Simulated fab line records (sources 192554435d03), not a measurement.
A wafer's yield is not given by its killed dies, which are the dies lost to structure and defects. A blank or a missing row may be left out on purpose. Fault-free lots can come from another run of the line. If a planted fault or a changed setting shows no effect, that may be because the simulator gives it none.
Split-lot trial ; flow n5Finfet ; 21 wafers read from 7 lots, route of 1938 steps

== THE SPLIT ==
At N5_BEOL_M4_COAT_22 (resist thk 30 nm), the setting spinRpm was moved away from the recipe's 1500 rpm on 9 of the 21 wafers read, by -8.9% to +11.3%. This setting was run at the recipe's value on the other wafers.

== FROM THE SPLIT TO THE READING: what the file shows between them, 4 steps ==
- N5_BEOL_M4_EBR_24
- N5_BEOL_M4_SOFTBAKE_23: time 60 s
- N5_BEOL_M4_EXPOSE_25: exposes mask V3, defocus 5 nm
- N5_BEOL_M4_PEB_26: peb time 60 s

== THE READING ==
CAR-EUV_of_BEOL_M4_COAT_22.thkNm (the simulator's own value, which no gauge read), in nm, at N5_BEOL_M4_DEVELOP_27 (develop time 30 s). The file gives no usual value for it. Here, 12 wafers ran the recipe; their average is 29.6 nm with a standard deviation of 0.13 nm.

wafer;tool, chamber at the split;spinRpm as run, rpm;against the recipe;CAR-EUV_of_BEOL_M4_COAT_22.thkNm, nm;against lot-mates on the recipe
L075.1;lithoTrack-03, 0;1500;recipe;29.6;-
L075.4;lithoTrack-03, 0;1366;-8.9%;30.8;+1.2
L075.5;lithoTrack-03, 0;1366;-8.9%;30.8;+1.2
L076.1;lithoTrack-03, 0;1500;recipe;29.6;-
L076.4;lithoTrack-03, 0;1500;recipe;29.6;-
L076.5;lithoTrack-03, 0;1669;+11.3%;27.8;-1.8
L084.1;lithoTrack-01, 0;1500;recipe;29.4;-
L084.4;lithoTrack-01, 0;1500;recipe;29.4;-
L084.5;lithoTrack-01, 0;1416;-5.6%;30.4;+1.0
L091.3;lithoTrack-01, 0;1500;recipe;29.8;-
L091.4;lithoTrack-01, 0;1500;recipe;29.8;-
L091.5;lithoTrack-01, 0;1500;recipe;29.6;-
L095.1;lithoTrack-05, 0;1500;recipe;29.6;-
L095.2;lithoTrack-05, 0;1442;-3.9%;30.2;+0.6
L095.5;lithoTrack-05, 0;1442;-3.9%;30.2;+0.6
L094.1;lithoTrack-01, 0;1500;recipe;29.6;-
L094.4;lithoTrack-01, 0;1500;recipe;29.4;-
L094.6;lithoTrack-01, 0;1386;-7.6%;30.8;+1.3
L097.1;lithoTrack-03, 0;1500;recipe;29.6;-
L097.2;lithoTrack-03, 0;1581;+5.4%;28.8;-0.8
L097.3;lithoTrack-03, 0;1581;+5.4%;28.6;-1.0

THE FIT
A straight line over all 21 wafers: CAR-EUV_of_BEOL_M4_COAT_22.thkNm changes by -0.151 nm for each +1% of spinRpm; r = -0.99; the points scatter about the line by 0.12 nm.
The same after taking each lot's own level away (the mean of its wafers on the recipe; 21 wafers): -0.155 nm for each +1%; r = -0.99; scatter 0.096 nm.
Per that fit: largest spinRpm move, reading shift of 1.7 nm.
From 29.40 to 29.73 nm: that is the span of the lots' own levels, equal to 2.6 times the standard deviation above.
The two slopes agree, so the slope changes little with the lot-to-lot level.
Check: for one of the wafers moved furthest among these (+11.3%), held out of the fit, the line's prediction against its lot-mates is -1.73 nm. It came out at -1.8 nm against them.

== THE OTHER SPLITS THESE WAFERS WENT THROUGH ==
Note: prior to the reading, these wafers also went through further splits. Each is held against what the fit with the lots' levels taken away leaves over:
other split on the same wafers;wafers away from the commonest value;r with CAR-EUV_of_BEOL_M4_COAT_22.thkNm (lot level and that fit taken away)
N5_BEOL_M3_EXPOSE_08 doseMj;5;-0.30
N5_BEOL_M4_ETCH_64 biasW;6;+0.10

== THE WHOLE CHAIN: every reading that the file lists as answering this split, in the file's order ==
step;what it does;reading;change (the file's fit);r (the file's)
N5_BEOL_M4_COAT_22;resist thk 30 nm;CAR-EUV_of_BEOL_M4_COAT_22.thkNm (the simulator's own value, which no gauge read);-0.15 nm for each +1% of the setting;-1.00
N5_BEOL_M4_DEVELOP_27;develop time 30 s;CAR-EUV_of_BEOL_M4_COAT_22.thkNm (the simulator's own value, which no gauge read);-0.158 nm for each +1% of the setting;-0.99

== THE FILE'S OWN FIT ==
CAR-EUV_of_BEOL_M4_COAT_22.thkNm changes by -0.158 nm for each +1% of spinRpm, r = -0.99.
